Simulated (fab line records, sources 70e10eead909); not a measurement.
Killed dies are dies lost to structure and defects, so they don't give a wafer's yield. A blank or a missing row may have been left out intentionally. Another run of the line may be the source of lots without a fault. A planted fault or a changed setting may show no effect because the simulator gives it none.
Which tool did it?	flow nand_harc	24 lots with 72 wafers sampled at 6 steps, on a route of 1302 steps

## WHAT EACH GAUGE READ, for each wafer
The record holds no reading of a measuring or inspecting step that can be judged against a usual standard deviation.

## WHICH TOOL RAN EACH LOT (tool, then ch and the chambers of the sampled wafers, then the start)
lot	NHARC_A_CHANNEL_FILL_D2_ALD_25	NHARC_A_STAIRCASE_DESCUM_11	NHARC_A_STAIRCASE_ETCH_23	NHARC_A_STAIRCASE_TRIM_24	NHARC_A_STAIRCASE_ETCH_25	NHARC_A_STAIRCASE_TRIM_191
L077	ald_hk-03 ch 0,1, day 15 20:32	rie_diel-07 ch 0,2,3, day 16 11:09	rie_diel-07 ch 0,1,2, no start	rie_diel-07 ch 0,1, no start	rie_diel-07 ch 2,3, no start	rie_diel-06 ch 0,1,2, no start
L076	ald_hk-01 ch 1,2,3, day 15 20:32	rie_diel-06 ch 0,1,3, day 16 11:34	rie_diel-06 ch 0,1,3, no start	rie_diel-06 ch 0,2,3, no start	rie_diel-06 ch 1,2,3, no start	rie_diel-07 ch 0,1,2, no start
L075	ald_hk-01 ch 0,3, day 16 00:50	rie_diel-06 ch 1,2,3, day 16 16:35	rie_diel-07 ch 2,3, no start	rie_diel-07 ch 0,1,2, no start	rie_diel-07 ch 0,3, no start	rie_diel-08 ch 0,2,3, no start
L074	ald_hk-03 ch 0,1,2, day 16 03:28	rie_diel-06 ch 1,2, day 16 16:01	rie_diel-06 ch 0,3, no start	rie_diel-06 ch 0,1,2, no start	rie_diel-06 ch 0,1, no start	rie_diel-07 ch 0,1,2, no start
L078	ald_hk-04 ch 0,1,3, day 16 15:53	rie_diel-07 ch 1,2,3, day 17 06:40	rie_diel-07 ch 0,2, no start	rie_diel-07 ch 1,2, no start	rie_diel-07 ch 0,1,2, no start	rie_diel-08 ch 1,3, no start
L079	ald_hk-04 ch 0,1,3, day 17 03:11	rie_diel-07 ch 0,1, day 17 17:22	rie_diel-06 ch 0,1,2, no start	rie_diel-06 ch 0,2, no start	rie_diel-06 ch 0,1,3, no start	rie_diel-06 ch 0,1,3, no start
L080	ald_hk-01 ch 1,2,3, day 17 03:11	rie_diel-06 ch 1,2,3, day 17 17:22	rie_diel-08 ch 0,1, no start	rie_diel-08 ch 0,1, no start	rie_diel-08 ch 0,3, no start	rie_diel-07 ch 2,3, no start
L081	ald_hk-03 ch 0,1,2, day 17 20:22	rie_diel-06 ch 0,1,3, day 18 09:58	rie_diel-06 ch 0,2,3, no start	rie_diel-06 ch 2,3, no start	rie_diel-06 ch 1,2,3, no start	rie_diel-07 ch 0,1, no start
L082	ald_hk-01 ch 0,2, day 18 05:33	rie_diel-08 ch 1,2,3, day 18 20:25	rie_diel-07 ch 0,1,2, no start	rie_diel-07 ch 0,1,3, no start	rie_diel-07 ch 0,1,2, no start	rie_diel-06 ch 2,3, no start
L083	ald_hk-04 ch 0,1,3, day 18 19:04	rie_diel-07 ch 0,1,2, day 19 09:01	rie_diel-06 ch 0,2,3, no start	rie_diel-06 ch 0,1,2, no start	rie_diel-06 ch 0,1,2, no start	rie_diel-06 ch 1,2,3, no start
L085	ald_hk-01 ch 0,2,3, day 19 09:37	rie_diel-08 ch 1,2, day 19 23:37	rie_diel-08 ch 0,2,3, no start	rie_diel-08 ch 1,2,3, no start	rie_diel-08 ch 0,3, no start	rie_diel-07 ch 0,1,2, no start
L084	ald_hk-03 ch 0,1,2, day 19 10:18	rie_diel-08 ch 0,2,3, day 19 23:19	rie_diel-07 ch 0,1,2, no start	rie_diel-07 ch 1,2,3, no start	rie_diel-07 ch 1,2,3, no start	rie_diel-06 ch 0,1,3, no start
L086	ald_hk-01 ch 2,3, day 19 13:06	rie_diel-07 ch 0,2,3, day 20 03:43	rie_diel-08 ch 0,1, no start	rie_diel-08 ch 0,1, no start	rie_diel-08 ch 0,2,3, no start	rie_diel-06 ch 0,3, no start
L087	ald_hk-04 ch 1,2, day 20 00:50	rie_diel-06 ch 1,3, day 20 15:00	rie_diel-06 ch 0,3, no start	rie_diel-06 ch 1,3, no start	rie_diel-06 ch 0,1, no start	rie_diel-06 ch 1,2,3, no start
L089	ald_hk-04 ch 1,2,3, day 21 00:10	rie_diel-08 ch 1,2,3, day 21 15:10	rie_diel-08 ch 0,1,3, no start	rie_diel-08 ch 0,1,2, no start	rie_diel-08 ch 0,1,2, no start	rie_diel-08 ch 0,1,3, no start
L088	ald_hk-03 ch 1,2,3, day 21 04:13	rie_diel-06 ch 1,2,3, day 21 15:24	rie_diel-06 ch 0,1,2, no start	rie_diel-06 ch 0,2,3, no start	rie_diel-06 ch 1,2,3, no start	rie_diel-07 ch 0,2,3, no start
L090	ald_hk-03 ch 0,1,2, day 21 16:00	rie_diel-08 ch 2,3, day 22 06:50	rie_diel-08 ch 0,2,3, no start	rie_diel-08 ch 0,2,3, no start	rie_diel-08 ch 0,2,3, no start	rie_diel-08 ch 0,2, no start
L091	ald_hk-04 ch 0,2,3, day 21 23:54	rie_diel-07 ch 1,2,3, day 22 15:01	rie_diel-07 ch 1,2,3, no start	rie_diel-07 ch 0,1,2, no start	rie_diel-07 ch 1,2,3, no start	rie_diel-06 ch 0,2,3, no start
L093	ald_hk-03 ch 1,2, day 22 16:09	rie_diel-07 ch 0,3, day 23 06:58	rie_diel-07 ch 0,1,3, no start	rie_diel-07 ch 0,1,3, no start	rie_diel-07 ch 1,2, no start	rie_diel-06 ch 2,3, no start
L092	ald_hk-04 ch 2,3, day 22 16:46	rie_diel-06 ch 1,2,3, day 23 07:07	rie_diel-06 ch 1,3, no start	rie_diel-06 ch 1,2, no start	rie_diel-06 ch 0,1,2, no start	rie_diel-07 ch 0,3, no start
L094	ald_hk-03 ch 0,2,3, day 23 16:56	rie_diel-08 ch 0,1,2, day 24 07:57	rie_diel-08 ch 0,1,2, no start	rie_diel-08 ch 0,1,2, no start	rie_diel-08 ch 0,1,3, no start	rie_diel-06 ch 0,1,2, no start
L095	ald_hk-01 ch 0,1,2, day 23 17:33	rie_diel-07 ch 0,1,2, day 24 07:36	rie_diel-07 ch 1,2,3, no start	rie_diel-07 ch 0,1,2, no start	rie_diel-07 ch 0,1,3, no start	rie_diel-07 ch 0,1,2, no start
L096	ald_hk-04 ch 0,1, day 24 01:43	rie_diel-07 ch 2,3, day 24 16:34	rie_diel-08 ch 0,1,3, no start	rie_diel-08 ch 0,2, no start	rie_diel-08 ch 0,2,3, no start	rie_diel-07 ch 0,1,3, no start
L097	ald_hk-03 ch 0,3, day 24 10:39	rie_diel-07 ch 0,1, day 25 01:44	rie_diel-07 ch 0,2, no start	rie_diel-07 ch 0,3, no start	rie_diel-07 ch 1,2,3, no start	rie_diel-06 ch 0,1, no start
- NHARC_A_CHANNEL_FILL_D2_ALD_25: deposits SiOx, target thk 60 nm, pulse time 10 s, ald cycles 600.
- NHARC_A_STAIRCASE_DESCUM_11: chemistry O2, time 3 s.
- NHARC_A_STAIRCASE_ETCH_23: etches the open film in C4F8/O2, target depth 100 nm, time 40.5 s.
- NHARC_A_STAIRCASE_TRIM_24: chemistry O2, time 211.2 s.
- NHARC_A_STAIRCASE_ETCH_25: etches the open film in C4F8/O2, target depth 100 nm, time 40.5 s.
- NHARC_A_STAIRCASE_TRIM_191: chemistry O2, time 211.2 s.

## AS READ BY THE TOOLS THEMSELVES (means over the sampled wafers that have a number; for cases with no such wafer, the mark the record gives instead)
NHARC_A_CHANNEL_FILL_D2_ALD_25.
lot	tool	heater_power_w (W)	precursor_pulse_height_rel
L077	ald_hk-03	430	1.006
L076	ald_hk-01	492	1.013
L075	ald_hk-01	465	0.999
L074	ald_hk-03	449	0.994
L078	ald_hk-04	474	0.993
L079	ald_hk-04	471	1.022
L080	ald_hk-01	502	1.006
L081	ald_hk-03	459	1.004
L082	ald_hk-01	482	0.983
L083	ald_hk-04	471	1.018
L085	ald_hk-01	477	1.008
L084	ald_hk-03	454	1.026
L086	ald_hk-01	486	1.002
L087	ald_hk-04	436	0.983
L089	ald_hk-04	461	0.982
L088	ald_hk-03	458	1.004
L090	ald_hk-03	459	1.001
L091	ald_hk-04	463	0.998
L093	ald_hk-03	477	0.981
L092	ald_hk-04	460	0.993
L094	ald_hk-03	456	1.003
L095	ald_hk-01	493	1.002
L096	ald_hk-04	470	1.010
L097	ald_hk-03	440	1.004

NHARC_A_STAIRCASE_DESCUM_11.
lot	tool	drypump_motor_current_A (A)	oes_product_au (a.u.)	rf_vpp_V (V)	showerhead_plenum_p_Torr (Torr)	throttle_valve_pct (%)
L077	rie_diel-07	5.6	0.993	58.1	1.97	11.310
L076	rie_diel-06	5.7	0.996	58.4	1.94	11.300
L075	rie_diel-06	6.1	0.988	57.9	1.89	11.313
L074	rie_diel-06	6.0	1.005	57.8	1.89	11.313
L078	rie_diel-07	5.2	0.997	58.1	1.95	11.311
L079	rie_diel-07	5.8	0.988	58.3	2.01	11.296
L080	rie_diel-06	6.1	0.999	57.1	1.88	11.311
L081	rie_diel-06	5.7	0.995	57.1	1.93	11.309
L082	rie_diel-08	5.5	1.008	57.4	1.88	11.310
L083	rie_diel-07	5.4	0.998	59.5	1.99	11.318
L085	rie_diel-08	5.5	1.016	57.7	1.91	11.305
L084	rie_diel-08	5.4	0.999	57.9	1.86	11.304
L086	rie_diel-07	5.5	0.987	59.3	1.96	11.314
L087	rie_diel-06	5.8	0.997	57.9	1.89	11.306
L089	rie_diel-08	5.5	1.002	56.2	1.87	11.322
L088	rie_diel-06	6.1	0.996	57.0	1.87	11.314
L090	rie_diel-08	5.4	1.005	56.8	1.86	11.309
L091	rie_diel-07	5.2	1.000	57.5	1.93	11.315
L093	rie_diel-07	5.8	0.988	57.9	1.97	11.307
L092	rie_diel-06	6.1	1.002	58.0	1.87	11.301
L094	rie_diel-08	5.4	0.999	58.1	1.90	11.309
L095	rie_diel-07	5.5	0.998	58.0	1.98	11.309
L096	rie_diel-07	5.2	0.993	57.5	1.94	11.311
L097	rie_diel-07	5.7	0.983	57.9	1.99	11.310

NHARC_A_STAIRCASE_ETCH_23.
lot	tool	oes_product_au (a.u.)	rf_vpp_V (V)
L077	rie_diel-07	0.927	900
L076	rie_diel-06	0.938	897
L075	rie_diel-07	0.932	896
L074	rie_diel-06	0.935	898
L078	rie_diel-07	0.944	901
L079	rie_diel-06	0.940	897
L080	rie_diel-08	0.947	897
L081	rie_diel-06	0.939	896
L082	rie_diel-07	0.947	899
L083	rie_diel-06	0.938	897
L085	rie_diel-08	0.947	893
L084	rie_diel-07	0.944	901
L086	rie_diel-08	0.972	896
L087	rie_diel-06	0.932	900
L089	rie_diel-08	0.953	894
L088	rie_diel-06	0.949	897
L090	rie_diel-08	0.941	893
L091	rie_diel-07	0.935	898
L093	rie_diel-07	0.942	897
L092	rie_diel-06	0.953	893
L094	rie_diel-08	0.955	895
L095	rie_diel-07	0.945	897
L096	rie_diel-08	0.958	894
L097	rie_diel-07	0.938	900

NHARC_A_STAIRCASE_TRIM_24.
lot	tool	drypump_motor_current_A (A)	oes_product_au (a.u.)	rf_vpp_V (V)	showerhead_plenum_p_Torr (Torr)	throttle_valve_pct (%)
L077	rie_diel-07	5.8	0.990	57.8	3.70	17.040
L076	rie_diel-06	6.0	0.993	58.6	3.56	17.037
L075	rie_diel-07	5.5	0.996	57.8	3.67	17.029
L074	rie_diel-06	5.9	1.000	57.7	3.56	17.045
L078	rie_diel-07	5.1	0.991	57.5	3.63	17.023
L079	rie_diel-06	6.3	0.993	57.8	3.53	17.048
L080	rie_diel-08	5.4	1.000	57.5	3.55	17.037
L081	rie_diel-06	6.2	0.995	57.6	3.47	17.037
L082	rie_diel-07	5.5	0.986	58.2	3.60	17.029
L083	rie_diel-06	5.9	0.995	57.7	3.55	17.035
L085	rie_diel-08	5.6	0.992	57.3	3.46	17.035
L084	rie_diel-07	5.2	0.993	57.9	3.57	17.038
L086	rie_diel-08	5.4	1.000	58.4	3.54	17.035
L087	rie_diel-06	5.8	1.003	58.2	3.48	17.034
L089	rie_diel-08	5.4	1.001	58.8	3.52	17.035
L088	rie_diel-06	6.0	0.995	58.3	3.54	17.038
L090	rie_diel-08	5.4	1.001	58.2	3.43	17.030
L091	rie_diel-07	5.5	0.998	58.3	3.65	17.030
L093	rie_diel-07	5.5	0.989	57.9	3.59	17.046
L092	rie_diel-06	6.0	1.007	57.6	3.46	17.035
L094	rie_diel-08	5.4	1.005	56.5	3.51	17.045
L095	rie_diel-07	5.5	0.999	57.3	3.64	17.039
L096	rie_diel-08	5.3	1.014	57.1	3.49	17.030
L097	rie_diel-07	5.6	0.991	58.1	3.53	17.037

NHARC_A_STAIRCASE_ETCH_25.
lot	tool	oes_product_au (a.u.)	rf_vpp_V (V)
L077	rie_diel-07	0.936	899
L076	rie_diel-06	0.942	895
L075	rie_diel-07	0.920	897
L074	rie_diel-06	0.955	899
L078	rie_diel-07	0.929	900
L079	rie_diel-06	0.929	898
L080	rie_diel-08	0.916	891
L081	rie_diel-06	0.941	894
L082	rie_diel-07	0.940	901
L083	rie_diel-06	0.942	897
L085	rie_diel-08	0.959	893
L084	rie_diel-07	0.945	898
L086	rie_diel-08	0.936	892
L087	rie_diel-06	0.925	897
L089	rie_diel-08	0.952	896
L088	rie_diel-06	0.946	893
L090	rie_diel-08	0.941	893
L091	rie_diel-07	0.943	897
L093	rie_diel-07	0.931	900
L092	rie_diel-06	0.942	896
L094	rie_diel-08	0.953	894
L095	rie_diel-07	0.928	897
L096	rie_diel-08	0.956	892
L097	rie_diel-07	0.937	897

NHARC_A_STAIRCASE_TRIM_191.
lot	tool	drypump_motor_current_A (A)	oes_product_au (a.u.)	rf_vpp_V (V)	showerhead_plenum_p_Torr (Torr)	throttle_valve_pct (%)
L077	rie_diel-06	5.9	1.001	56.9	3.56	17.041
L076	rie_diel-07	5.5	0.997	57.5	3.67	17.036
L075	rie_diel-08	5.4	1.003	58.1	3.46	17.039
L074	rie_diel-07	5.4	0.990	58.6	3.67	17.034
L078	rie_diel-08	5.7	1.010	57.4	3.50	17.031
L079	rie_diel-06	5.7	0.993	57.7	3.57	17.030
L080	rie_diel-07	5.2	0.994	57.7	3.59	17.034
L081	rie_diel-07	5.4	0.992	58.1	3.65	17.029
L082	rie_diel-06	6.4	0.986	57.9	3.46	17.037
L083	rie_diel-06	6.0	0.986	57.5	3.47	17.043
L085	rie_diel-07	5.5	0.993	58.1	3.66	17.037
L084	rie_diel-06	5.7	0.991	58.0	3.56	17.040
L086	rie_diel-06	5.6	0.988	58.3	3.63	17.038
L087	rie_diel-06	6.1	0.997	57.8	3.47	17.030
L089	rie_diel-08	5.5	0.999	57.7	3.46	17.044
L088	rie_diel-07	5.6	0.986	57.6	3.60	17.034
L090	rie_diel-08	5.3	1.008	57.9	3.50	17.042
L091	rie_diel-06	6.0	0.997	56.6	3.53	17.034
L093	rie_diel-06	6.4	0.988	57.2	3.44	17.039
L092	rie_diel-07	5.6	0.998	57.3	3.54	17.035
L094	rie_diel-06	5.9	0.997	57.8	3.52	17.028
L095	rie_diel-07	5.5	0.985	58.2	3.64	17.042
L096	rie_diel-07	5.5	0.991	57.6	3.58	17.044
L097	rie_diel-06	5.6	1.008	57.6	3.54	17.032

## THE ANSWER, worked out from the rows above alone
Rule: what is usual is taken from the lots themselves. The widest of any qualifying gaps counts: lots, ordered by their means at a reading, are off when they make up no more than a third of the lots, leave a main group of 4 or more, and stand apart from it by 3 or more times the standard deviation of that group's means. Not used: any main group whose means are identical at the precision the tables above print for the reading. Also off: a lot with no number at a reading for which 4 or more lots have one. The other lots that the step has rows for count as sound. Order of review: gauges by route order, followed by the tools' own readings, for which a lot's mean as printed above is used. At the first step where some lot is off, the reading lying furthest off is the one used; lots without a number count as furthest.
Across all readings shown, no lot is off: no conclusion can be drawn from this.

## WHAT WAS PUT IN BY THE SIMULATOR
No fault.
